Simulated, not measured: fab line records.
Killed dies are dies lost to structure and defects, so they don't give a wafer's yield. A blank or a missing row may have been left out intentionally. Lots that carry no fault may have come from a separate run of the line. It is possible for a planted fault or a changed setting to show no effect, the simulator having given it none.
Split-lot study + flow n5Finfet + route with 1938 steps; 7 lots, 21 wafers read

## SPLIT DETAILS
At N5_FIN_SAQP_ALD_61 (deposits SiO2, target thk 4 nm, pulse time 1 s, purge time 2 s), the setting aldCycles was moved away from the recipe's 43 on 7 of the 21 wafers read, by -11.6% to +16.3%. All remaining wafers had this setting at the recipe value.

The reading comes from the split's own step.

## THE READING
SiO2_of_FIN_SAQP_ALD_61.thkNm (the simulator's own value, which no gauge read), in nm, at N5_FIN_SAQP_ALD_61 (deposits SiO2, target thk 4 nm, pulse time 1 s, purge time 2 s). There is no usual value for it anywhere in the file. Here, 14 wafers ran the recipe; their average is 3.988 nm with a standard deviation of 0.014 nm.

| wafer  | tool, chamber at the split | aldCycles as run | against the recipe | SiO2_of_FIN_SAQP_ALD_61.thkNm, nm | against lot-mates on the recipe |
|--------|----------------------------|------------------|--------------------|-----------------------------------|---------------------------------|
| L080.4 | aldSin-02, 1               | 43               | recipe             | 3.985                             | -                               |
| L080.5 | aldSin-02, 3               | 43               | recipe             | 4.016                             | -                               |
| L080.6 | aldSin-02, 2               | 43               | recipe             | 3.996                             | -                               |
| L082.1 | aldSin-03, 0               | 43               | recipe             | 4.006                             | -                               |
| L082.3 | aldSin-03, 3               | 47               | +9.3%              | 4.366                             | +0.360                          |
| L082.4 | aldSin-03, 1               | 47               | +9.3%              | 4.36                              | +0.354                          |
| L083.1 | aldSin-01, 2               | 43               | recipe             | 3.987                             | -                               |
| L083.3 | aldSin-01, 0               | 43               | recipe             | 4.003                             | -                               |
| L083.4 | aldSin-01, 1               | 47               | +9.3%              | 4.374                             | +0.379                          |
| L085.1 | aldSin-03, 2               | 43               | recipe             | 3.964                             | -                               |
| L085.2 | aldSin-03, 3               | 48               | +11.6%             | 4.447                             | +0.483                          |
| L085.3 | aldSin-03, 1               | 48               | +11.6%             | 4.435                             | +0.471                          |
| L087.3 | aldSin-02, 0               | 43               | recipe             | 3.978                             | -                               |
| L087.4 | aldSin-02, 1               | 38               | -11.6%             | 3.545                             | -0.430                          |
| L087.6 | aldSin-02, 1               | 43               | recipe             | 3.972                             | -                               |
| L092.1 | aldSin-03, 1               | 43               | recipe             | 3.971                             | -                               |
| L092.4 | aldSin-03, 3               | 43               | recipe             | 3.976                             | -                               |
| L092.5 | aldSin-03, 3               | 43               | recipe             | 3.99                              | -                               |
| L093.1 | aldSin-01, 3               | 43               | recipe             | 3.994                             | -                               |
| L093.4 | aldSin-01, 0               | 50               | +16.3%             | 4.651                             | +0.654                          |
| L093.6 | aldSin-01, 1               | 43               | recipe             | 3.999                             | -                               |

THE FIT
A straight line over all 21 wafers: SiO2_of_FIN_SAQP_ALD_61.thkNm changes by +0.0397 nm for each +1% of aldCycles; r = +1.00; the points scatter about the line by 0.015 nm.
The same after taking each lot's own level away (the mean of its wafers on the recipe; 21 wafers): +0.0395 nm for each +1%; r = +1.00; scatter 0.012 nm.
That fit puts the effect of the largest move of aldCycles on the reading at 0.64 nm.
Measured against the standard deviation above, the lots' own levels, which go from 3.9640 to 4.0060 nm, span 2.9 times it.
The two slopes agree, so the slope changes little with the lot-to-lot level.
Check: for one of the wafers moved furthest among these (+16.3%), held out of the fit, the line's prediction against its lot-mates is +0.643 nm. It came out at +0.654 nm against them.

## THESE WAFERS: OTHER SPLITS
Before the reading, these wafers also passed through other splits. Each is held against what the fit with the lots' levels taken away leaves over:
| other split on the same wafers        | wafers away from the commonest value | r with SiO2_of_FIN_SAQP_ALD_61.thkNm (lot level and that fit taken away) |
|---------------------------------------|--------------------------------------|--------------------------------------------------------------------------|
| N5_ZERO_LAYER_EXPOSE_08 doseMj        | 8                                    | -0.33                                                                    |
| N5_ZERO_LAYER_DEVELOP_10 developTimeS | 4                                    | +0.10                                                                    |

## FILE'S OWN FIT
SiO2_of_FIN_SAQP_ALD_61.thkNm changes by +0.0396 nm for each +1% of aldCycles, r = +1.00.
